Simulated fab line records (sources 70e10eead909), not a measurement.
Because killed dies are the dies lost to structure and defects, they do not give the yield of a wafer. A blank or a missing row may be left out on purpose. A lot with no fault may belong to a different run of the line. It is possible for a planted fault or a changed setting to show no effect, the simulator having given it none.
fab line records | flow nandHarc
record: lots: 6 wafers: 18 lastDay: 33
route steps=1302 shown A_DECK1_JOINT@539 A_ONON_D2@545 END@1302
lots with no fault: from the same line, run without faults
startH: start of the lot's first displayed wafer, in hours after the record's first day | waitH: hours since the lot's step before | " identical to the entry in the row above | L1.1+2: several wafers, shown together as one row | - either no value or no given start | * or withheld: withheld | < > ~ a bound
route shown NAME@n: a module of which the file shows steps, and the number in the route of the first | usual: mean and standard deviation over wafers with no fault | same: alike in all rows | chamber/n: place in a boat | sites: readings site by site | _std_site: the standard deviation of these | _edge_site: outer sites' mean less inner sites' | radiusMm: how far each site lies from the wafer's centre | mask NAME#n: copy n | behind: the most recent tool/chamber to have shaped the wafer | hold: what put the lot on hold/how long, in hours/how the hold closed | device: whichever transistor did not switch (one of n, p or np) | end of line: tests of these same wafers at the route's end | where a step has no rows: the recipe by itself | killed: count of dies lost to structure and defects at first sort (not the wafer's yield) | map: a wafer's dies, marking killed ones x, the rest . and places with no die _
set.NAME: the setting as run; set.NAME@STEP: as run at that earlier step | model.NAME: the simulator's own value behind a step, which no gauge read
a table for each step, a row for each wafer; lots at some steps of the route
services: when a tool's chamber went out of use (startH, in hours from the record's first day, below 0 if earlier), for how many hours, and the reason
== steps ==
step: NHARC_A_DECK1_JOINT_CMP_02
recipe: material: SiOx
usual: edgeZonePressureFrac: 1.000/0.0053 motorCurrentA: 12.4/0.88
columns lot.wafer tool chamber startH waitH edgeZonePressureFrac motorCurrentA
L796.1 cmp-02 2 307.58 0.4 1.009 11.6
L796.2 " 3 " " 1.003 10.8
L796.6 " 1 " " 1.000 12.8
L798.3 cmp-03 1 332.33 0.4 1.003 13.9
L798.4 " 2 " " 0.993 12.6
L798.5 " 2 " " 0.993 13.3
L807.1 cmp-03 3 427.29 0.4 1.006 12.3
L807.2 " 1 " " 1.002 14.4
L807.5 " 0 " " 0.998 13.0
L810.1 cmp-04 3 433.01 0.4 0.999 12.9
L810.4 " 1 " " 0.996 12.8
L810.6 " 3 " " 1.001 12.7
L815.1 cmp-03 0 502.21 0.4 0.998 13.0
L815.4 " 3 " " 1.002 11.2
L815.5 " 0 " " 1.002 13.1
L816.1 cmp-04 1 502.26 0.4 0.999 12.1
L816.2 " 2 " " 1.006 12.5
L816.4 " 3 " " 0.999 12.5
step: NHARC_A_DECK1_JOINT_SRD_15
step: NHARC_A_DECK1_JOINT_DEP_16
recipe: targetThkA: 450 tempC: 400 pressureTorr: 6.5 rfW: 900 teosFlowSccm: 161.4 flowSccm: 2650 targetThkNm: 45 gas: O2 material: SiO2
usual: heaterPowerW: 536/81 rfFwdPowerW: 896.1/3 throttleValvePct: 15.9/0.42
columns lot.wafer tool chamber startH waitH heaterPowerW rfFwdPowerW throttleValvePct
L796.1 pecvd-04 0 307.92 0.1 488 894.4 16.4
L796.2 " 2 " " 697 900.6 15.3
L796.6 " 0 " " 481 899.9 16.1
L798.3 pecvd-03 2 332.72 0.1 477 890.6 16.5
L798.5 " 2 " " 470 898.0 16.6
L798.4 " 0 " " 410 891.6 16.5
L807.2 pecvd-04 0 427.73 0.1 476 901.0 16.2
L807.1 " 1 " " 586 893.3 16.1
L807.5 " 2 " " 532 895.6 15.3
L810.1 pecvd-04 0 433.46 0.1 476 896.7 16.3
L810.4 " 1 " " 648 893.0 16.2
L810.6 " 2 " " 679 901.0 15.7
L815.1 pecvd-03 2 502.71 0.2 429 895.5 16.1
L815.4 " 2 " " 431 895.7 16.0
L815.5 " 0 " " 492 895.7 16.4
L816.2 pecvd-02 1 502.77 0.2 569 895.4 16.4
L816.1 " 2 " " 458 898.0 15.9
L816.4 " 0 " " 593 901.8 15.5
step: NHARC_A_DECK1_JOINT_THK_MEAS_17
recipe: thkMeasGauge: ellipsometry
usual: thkNm: 44.7/1.1
columns lot.wafer tool chamber startH waitH thkNm
L796.1 filmMetro-02 - 308.20 0.3 44.6
L796.2 " - " " 44.3
L796.6 " - " " 44.9
L798.3 filmMetro-02 - 333.00 0.3 46.0
L798.4 " - " " 45.0
L798.5 " - " " 45.2
L807.1 filmMetro-02 - 428.01 0.2 46.4
L807.2 " - " " 43.9
L807.5 " - " " 45.6
L810.1 filmMetro-01 - 433.69 0.2 42.4
L810.4 " - " " 45.1
L810.6 " - " " 42.9
L815.1 filmMetro-01 - 502.96 0.2 45.2
L815.4 " - " " 46.1
L815.5 " - " " 44.3
L816.1 filmMetro-01 - 503.05 0.2 42.4
L816.2 " - " " 46.2
L816.4 " - " " 45.2
step: NHARC_A_DECK1_JOINT_INSPECT_05
usual: rawDefectCount: 314/140
columns lot.wafer tool chamber startH waitH rawDefectCount
L796.1 defectInspect-02 - 308.23 0.0 279
L796.2 " - " " 443
L796.6 " - " " 349
L798.3 defectInspect-01 - 333.04 0.0 418
L798.4 " - " " 312
L798.5 " - " " 220
L807.1 defectInspect-01 - 428.04 0.0 190
L807.2 " - " " 239
L807.5 " - " " 443
L810.1 defectInspect-02 - 433.72 0.0 191
L810.4 " - " " 222
L810.6 " - " " 395
L815.1 defectInspect-02 - 502.99 0.0 161
L815.4 " - " " 165
L815.5 " - " " 177
L816.1 defectInspect-02 - 503.08 0.0 265
L816.2 " - " " 205
L816.4 " - " " 212
step: NHARC_A_ONON_D2_DEP_00
recipe: targetThkA: 10000 n2FlowSccm: 2750 n2oFlowSccm: 2000 nh3FlowSccm: 500 sih4FlowSccm: 210 tempC: 400
step: NHARC_A_ONON_D2_THK_MEAS_02
recipe: thkMeasGauge: ellipsometry
usual: thkNm: 1001/8.1
columns lot.wafer tool chamber startH waitH thkNm
L796.1 filmMetro-02 - 308.81 - 997
L796.2 " - " " 998
L796.6 " - " " 997
L798.3 filmMetro-02 - 333.61 - 1000
L798.4 " - " " 999
L798.5 " - " " 1000
L807.1 filmMetro-01 - 428.61 - 998
L807.2 " - " " 996
L807.5 " - " " 996
L810.1 filmMetro-02 - 434.30 - 1010
L810.4 " - " " 1010
L810.6 " - " " 1011
L815.1 filmMetro-02 - 503.57 - 995
L815.4 " - " " 996
L815.5 " - " " 994
L816.1 filmMetro-01 - 503.66 - 1002
L816.2 " - " " 1004
L816.4 " - " " 1003
step: NHARC_A_ONON_D2_DEP_03
recipe: targetThkA: 10000 n2FlowSccm: 2750 n2oFlowSccm: 2000 nh3FlowSccm: 500 sih4FlowSccm: 210 tempC: 400
step: NHARC_A_ONON_D2_THK_MEAS_05
recipe: thkMeasGauge: ellipsometry
usual: thkNm: 1002/9.1
columns lot.wafer tool chamber startH waitH thkNm
L796.1 filmMetro-02 - 309.38 - 1001
L796.2 " - " " 1000
L796.6 " - " " 1001
L798.3 filmMetro-02 - 334.18 - 997
L798.4 " - " " 996
L798.5 " - " " 995
L807.1 filmMetro-01 - 429.18 - 1007
L807.2 " - " " 1006
L807.5 " - " " 1005
L810.1 filmMetro-01 - 434.86 - 1002
L810.4 " - " " 1004
L810.6 " - " " 1001
L815.1 filmMetro-02 - 504.14 - 987
L815.4 " - " " 987
L815.5 " - " " 986
L816.1 filmMetro-01 - 504.21 - 1002
L816.2 " - " " 1001
L816.4 " - " " 999
step: NHARC_A_ONON_D2_DEP_06
recipe: targetThkA: 10000 n2FlowSccm: 2750 n2oFlowSccm: 2000 nh3FlowSccm: 500 sih4FlowSccm: 210 tempC: 400
step: NHARC_A_ONON_D2_THK_MEAS_08
recipe: thkMeasGauge: ellipsometry
usual: thkNm: 998/8
columns lot.wafer tool chamber startH waitH thkNm
L796.1 filmMetro-02 - 309.94 - 1012
L796.2 " - " " 1013
L796.6 " - " " 1012
L798.3 filmMetro-02 - 334.74 - 991
L798.4 " - " " 992
L798.5 " - " " 992
L807.1 filmMetro-01 - 429.74 - 1009
L807.2 " - " " 1006
L807.5 " - " " 1007
L810.1 filmMetro-01 - 435.43 - 1006
L810.4 " - " " 1005
L810.6 " - " " 1007
L815.1 filmMetro-01 - 504.71 - 998
L815.4 " - " " 997
L815.5 " - " " 998
L816.1 filmMetro-01 - 504.78 - 1015
L816.2 " - " " 1017
L816.4 " - " " 1018
step: NHARC_A_ONON_D2_DEP_09
recipe: targetThkA: 10000 n2FlowSccm: 2750 n2oFlowSccm: 2000 nh3FlowSccm: 500 sih4FlowSccm: 210 tempC: 400
usual: n2FlowSccm: 2748/7.8
columns lot.wafer tool chamber startH waitH n2FlowSccm
L796.1 pecvdOnon-02 0 310.00 0.1 2751
L796.2 " 0 " " 2738
L796.6 " 0 " " 2754
L798.3 pecvdOnon-03 0 334.92 0.2 2744
L798.4 " 0 " " 2750
L798.5 " 0 " " 2743
L807.1 pecvdOnon-03 0 429.80 0.1 2728
L807.2 " 0 " " 2747
L807.5 " 0 " " 2750
L810.1 pecvdOnon-03 0 435.49 0.1 2748
L810.4 " 0 " " 2756
L810.6 " 0 " " 2739
L815.1 pecvdOnon-01 0 504.77 0.1 2742
L815.4 " 0 " " 2746
L815.5 " 0 " " 2737
L816.1 pecvdOnon-02 0 504.83 0.1 2759
L816.2 " 0 " " 2754
L816.4 " 0 " " 2752
step: NHARC_A_ONON_D2_THK_MEAS_11
recipe: thkMeasGauge: ellipsometry
usual: thkNm: 997/10
columns lot.wafer tool chamber startH waitH thkNm
L796.1 filmMetro-01 - 310.51 - 978
L796.2 " - " " 977
L796.6 " - " " 978
L798.3 filmMetro-02 - 335.31 - 1005
L798.4 " - " " 1007
L798.5 " - " " 1006
L807.1 filmMetro-02 - 430.31 - 1057
L807.2 " - " " 1059
L807.5 " - " " 1058
L810.1 filmMetro-01 - 436.00 - 1068
L810.4 " - " " 1066
L810.6 " - " " 1066
L815.1 filmMetro-01 - 505.28 - 998
L815.4 " - " " 1000
L815.5 " - " " 998
L816.1 filmMetro-02 - 505.34 - 1002
L816.2 " - " " 1003
L816.4 " - " " 1005
step: NHARC_A_ONON_D2_DEP_12
recipe: targetThkA: 10000 n2FlowSccm: 2750 n2oFlowSccm: 2000 nh3FlowSccm: 500 sih4FlowSccm: 210 tempC: 400
step: NHARC_END_SORT_01
recipe: tempC: 25
usual: killedAtArray: 52/20 killedAtOther: 1.0/1.3 killedAtPeriphery: 3.7/2.2 killedDies: 57/20 killedOpen: 3.2/1.6 killedShort: 2.4/1.6
same: grossDies: 677
columns lot.wafer tool chamber startH waitH killedAtArray killedAtOther killedAtPeriphery killedDies killedOpen killedShort
L796.1 prober-02 0 615.95 2.5 52 1 4 57 3 3
L796.2 prober-02 0 616.75 2.8 57 2 6 65 3 1
L796.6 prober-02 0 619.94 4.0 56 1 5 62 1 1
L807.1 prober-02 0 711.74 2.5 669 0 7 676 3 1
L807.2 prober-02 0 712.53 2.8 672 0 5 677 3 3
L807.5 prober-02 0 714.89 3.7 674 0 3 677 3 2
L810.1 prober-01 0 726.94 2.5 674 1 2 677 2 3
L810.4 prober-01 0 729.30 3.4 667 2 8 677 3 2
L810.6 prober-01 0 730.87 3.9 672 0 5 677 5 3
L816.1 prober-02 0 799.16 2.5 36 0 2 38 2 1
L816.2 prober-02 0 799.97 2.8 41 1 3 45 6 4
L816.4 prober-02 0 801.58 3.4 34 1 3 38 4 2
killed by level:class
L796.1 A_CHANNEL_HOLE_D2:chamberFilmFlake=25 A_SLIT:chamberFilmFlake=19 P_M0:chamberFilmFlake=4 A_CHANNEL_FILL_D1:geometricParticle:short=2 A_ONON_D2:geometricParticle:open=1 A_CHANNEL_FILL_D2:geometricParticle:open=1 A_M0:geometricParticle:short=1 A_M1:geometricParticle:open=1
L796.2 A_CHANNEL_HOLE_D2:chamberFilmFlake=30 A_SLIT:chamberFilmFlake=20 P_GATE:chamberFilmFlake=3 P_M0:chamberFilmFlake=2 A_BLC:chamberFilmFlake=2 THIN_TSV:chamberFilmFlake=2 P_CONTACT:geometricParticle:open=1 A_CHANNEL_FILL_D1:geometricParticle:open=1
L796.6 A_CHANNEL_HOLE_D2:chamberFilmFlake=29 A_SLIT:chamberFilmFlake=20 P_M0:chamberFilmFlake=3 A_CONTACT:chamberFilmFlake=3 A_BLC:chamberFilmFlake=2 P_CONTACT:geometricParticle:short=1 A_BLC:geometricParticle:open=1 P_GATE:chamberFilmFlake=1
L807.1 A_ONON_D2:areaDep=642 A_CHANNEL_HOLE_D1:chamberFilmFlake=7 A_SLIT:chamberFilmFlake=7 A_CONTACT:chamberFilmFlake=7 P_CONTACT:chamberFilmFlake=4 A_ONON_D2:geometricParticle:open=2 P_GATE:chamberFilmFlake=2 P_M0:geometricParticle:short=1
L807.2 A_ONON_D2:areaDep=646 A_CHANNEL_HOLE_D1:chamberFilmFlake=10 P_CONTACT:chamberFilmFlake=4 A_CHANNEL_FILL_D1:chamberFilmFlake=4 A_STAIRCASE:chamberFilmFlake=3 A_SLIT:chamberFilmFlake=2 P_M0:geometricParticle:short=1 A_ONON_D1:geometricParticle:short=1
L807.5 A_ONON_D2:areaDep=648 A_CHANNEL_HOLE_D1:chamberFilmFlake=6 A_CHANNEL_FILL_D1:chamberFilmFlake=4 A_CONTACT:chamberFilmFlake=4 A_DECK1_JOINT:chamberFilmFlake=3 A_SLIT:chamberFilmFlake=3 A_CHANNEL_FILL_D1:geometricParticle:open=2 P_CONTACT:chamberFilmFlake=2
L810.1 A_ONON_D2:areaDep=601 A_CHANNEL_HOLE_D1:chamberFilmFlake=33 A_SLIT:chamberFilmFlake=30 A_CONTACT:chamberFilmFlake=4 P_STI:chamberFilmFlake=2 A_SOURCE_PLATE:geometricParticle:open=1 A_ONON_D2:geometricParticle:short=1 A_WL_FILL:geometricParticle:short=1
L810.4 A_ONON_D2:areaDep=598 A_SLIT:chamberFilmFlake=33 A_CHANNEL_HOLE_D1:chamberFilmFlake=22 A_CONTACT:chamberFilmFlake=6 P_STI:chamberFilmFlake=4 P_ZERO_WELL:chamberFilmFlake=2 A_CHANNEL_FILL_D1:chamberFilmFlake=2 THIN_TSV:chamberFilmFlake=2
L810.6 A_ONON_D2:areaDep=589 A_SLIT:chamberFilmFlake=37 A_CHANNEL_HOLE_D1:chamberFilmFlake=26 A_CONTACT:chamberFilmFlake=6 A_STAIRCASE:chamberFilmFlake=4 A_ONON_D1:geometricParticle:open=2 P_GATE:chamberFilmFlake=2 A_WL_FILL:chamberFilmFlake=2
L816.1 A_CHANNEL_HOLE_D1:chamberFilmFlake=14 A_SLIT:chamberFilmFlake=10 A_STAIRCASE:chamberFilmFlake=4 P_STI:chamberFilmFlake=2 A_CHANNEL_HOLE_D2:chamberFilmFlake=2 A_CONTACT:chamberFilmFlake=2 A_CHANNEL_FILL_D2:geometricParticle:short=1 A_CHANNEL_FILL_D2:geometricParticle:open=1
L816.2 A_CHANNEL_HOLE_D1:chamberFilmFlake=18 A_STAIRCASE:chamberFilmFlake=6 A_SLIT:chamberFilmFlake=6 P_CONTACT:geometricParticle:open=3 A_CONTACT:chamberFilmFlake=3 A_CHANNEL_FILL_D1:geometricParticle:short=1 A_DECK1_JOINT:geometricParticle:open=1 A_ONON_D2:geometricParticle:open=1
L816.4 A_CHANNEL_HOLE_D1:chamberFilmFlake=14 A_SLIT:chamberFilmFlake=9 A_STAIRCASE:chamberFilmFlake=2 A_CONTACT:chamberFilmFlake=2 P_CONTACT:geometricParticle:open=1 A_ONON_D1:geometricParticle:open=1 A_DECK1_JOINT:geometricParticle:open=1 A_DECK1_JOINT:geometricParticle:short=1
map L807.2 (x killed, . not)
____________x____________
_________xxxxxxx_________
_______xxxxxxxxxxx_______
______xxxxxxxxxxxxx______
_____xxxxxxxxxxxxxxx_____
____xxxxxxxxxxxxxxxxx____
____xxxxxxxxxxxxxxxxx____
___xxxxxxxxxxxxxxxxxxx___
___xxxxxxxxxxxxxxxxxxx___
__xxxxxxxxxxxxxxxxxxxxx__
__xxxxxxxxxxxxxxxxxxxxx__
_xxxxxxxxxxxxxxxxxxxxxxx_
_xxxxxxxxxxxxxxxxxxxxxxx_
_xxxxxxxxxxxxxxxxxxxxxxx_
_xxxxxxxxxxxxxxxxxxxxxxx_
_xxxxxxxxxxxxxxxxxxxxxxx_
xxxxxxxxxxxxxxxxxxxxxxxxx
xxxxxxxxxxxxxxxxxxxxxxxxx
xxxxxxxxxxxxxxxxxxxxxxxxx
xxxxxxxxxxxxxxxxxxxxxxxxx
xxxxxxxxxxxxxxxxxxxxxxxxx
_xxxxxxxxxxxxxxxxxxxxxxx_
_xxxxxxxxxxxxxxxxxxxxxxx_
_xxxxxxxxxxxxxxxxxxxxxxx_
_xxxxxxxxxxxxxxxxxxxxxxx_
_xxxxxxxxxxxxxxxxxxxxxxx_
__xxxxxxxxxxxxxxxxxxxxx__
__xxxxxxxxxxxxxxxxxxxxx__
___xxxxxxxxxxxxxxxxxxx___
___xxxxxxxxxxxxxxxxxxx___
____xxxxxxxxxxxxxxxxx____
____xxxxxxxxxxxxxxxxx____
_____xxxxxxxxxxxxxxx_____
______xxxxxxxxxxxxx______
_______xxxxxxxxxxx_______
_________xxxxxxx_________
____________x____________
map L810.1 (x killed, . not)
____________x____________
_________xxxxxxx_________
_______xxxxxxxxxxx_______
______xxxxxxxxxxxxx______
_____xxxxxxxxxxxxxxx_____
____xxxxxxxxxxxxxxxxx____
____xxxxxxxxxxxxxxxxx____
___xxxxxxxxxxxxxxxxxxx___
___xxxxxxxxxxxxxxxxxxx___
__xxxxxxxxxxxxxxxxxxxxx__
__xxxxxxxxxxxxxxxxxxxxx__
_xxxxxxxxxxxxxxxxxxxxxxx_
_xxxxxxxxxxxxxxxxxxxxxxx_
_xxxxxxxxxxxxxxxxxxxxxxx_
_xxxxxxxxxxxxxxxxxxxxxxx_
_xxxxxxxxxxxxxxxxxxxxxxx_
xxxxxxxxxxxxxxxxxxxxxxxxx
xxxxxxxxxxxxxxxxxxxxxxxxx
xxxxxxxxxxxxxxxxxxxxxxxxx
xxxxxxxxxxxxxxxxxxxxxxxxx
xxxxxxxxxxxxxxxxxxxxxxxxx
_xxxxxxxxxxxxxxxxxxxxxxx_
_xxxxxxxxxxxxxxxxxxxxxxx_
_xxxxxxxxxxxxxxxxxxxxxxx_
_xxxxxxxxxxxxxxxxxxxxxxx_
_xxxxxxxxxxxxxxxxxxxxxxx_
__xxxxxxxxxxxxxxxxxxxxx__
__xxxxxxxxxxxxxxxxxxxxx__
___xxxxxxxxxxxxxxxxxxx___
___xxxxxxxxxxxxxxxxxxx___
____xxxxxxxxxxxxxxxxx____
____xxxxxxxxxxxxxxxxx____
_____xxxxxxxxxxxxxxx_____
______xxxxxxxxxxxxx______
_______xxxxxxxxxxx_______
_________xxxxxxx_________
____________x____________
== services ==
columns tool chamber startH hours kind
pecvd-04 - 294.63 0.5 repair
pecvd-02 1 299.59 17.3 repair
cmp-03 - 299.83 0.5 repair
cmp-03 - 309.96 2.1 repair
pecvdOnon-03 - 322.61 9.6 repair
pecvd-02 - 325.61 0.9 repair
cmp-04 - 330.08 4.0 pm
cmp-02 - 330.50 4.0 pm
cmp-02 - 343.56 4.6 repair
pecvd-02 0 348.26 13.9 repair
cmp-03 - 358.10 4.0 pm
pecvd-02 - 361.39 0.7 repair
pecvd-03 - 366.25 13.0 pm
pecvdOnon-02 - 366.35 13.0 pm
cmp-02 - 397.61 0.4 repair
pecvdOnon-03 - 408.00 13.0 pm
cmp-04 - 413.83 0.5 repair
pecvd-04 - 418.74 1.6 repair
cmp-04 - 428.08 4.0 pm
cmp-04 - 442.99 4.3 repair
pecvd-04 - 450.51 13.0 pm
cmp-03 - 456.10 4.0 pm
cmp-03 - 482.29 1.1 repair
pecvd-04 2 495.69 3.8 repair
== key ==
firstSign: step: NHARC_A_ONON_D2_THK_MEAS_11 reading: thkNm direction: up sigmas: 6.6 usual: 997 struck: 1063
effect: step: NHARC_END_SORT_01 reading: killedAtArray direction: up sigmas: 31 usual: 52 struck: 671
moreKillsBornAt: NHARC_A_ONON_D2_DEP_09@pecvdOnon-03: 3724
metAt NHARC_A_ONON_D2_DEP_09
struckWafers L807.1,L807.2,L807.5,L810.1,L810.4,L810.6
laterRowsLeftOut L807.1,L807.2,L807.5,L810.1,L810.4,L810.6
testerLeftOut L807,L810
onsetBetween 334.92 429.80
alsoFits NHARC_A_DECK1_JOINT_DEP_16:pecvd-04
fault: kind: processParameterDrift tool: pecvdOnon-03 chamber: - onsetH: 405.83 steps: NHARC_A_ONON_D2_DEP_09 channel: targetThkA offset: * shape: step endH: 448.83 actsIn: * stated: *
testerLeftOut: of these lots the tester's yield and bins aren't shown, on N5 and GAA mostly nor the transistor test; their killed dies are dies lost to structure and defects alone, not to doping, threshold or leakage, so they don't give the yield
laterRowsLeftOut: the simulator's readings of these wafers behind a module that went badly wrong aren't trusted and aren't shown, but for the sort
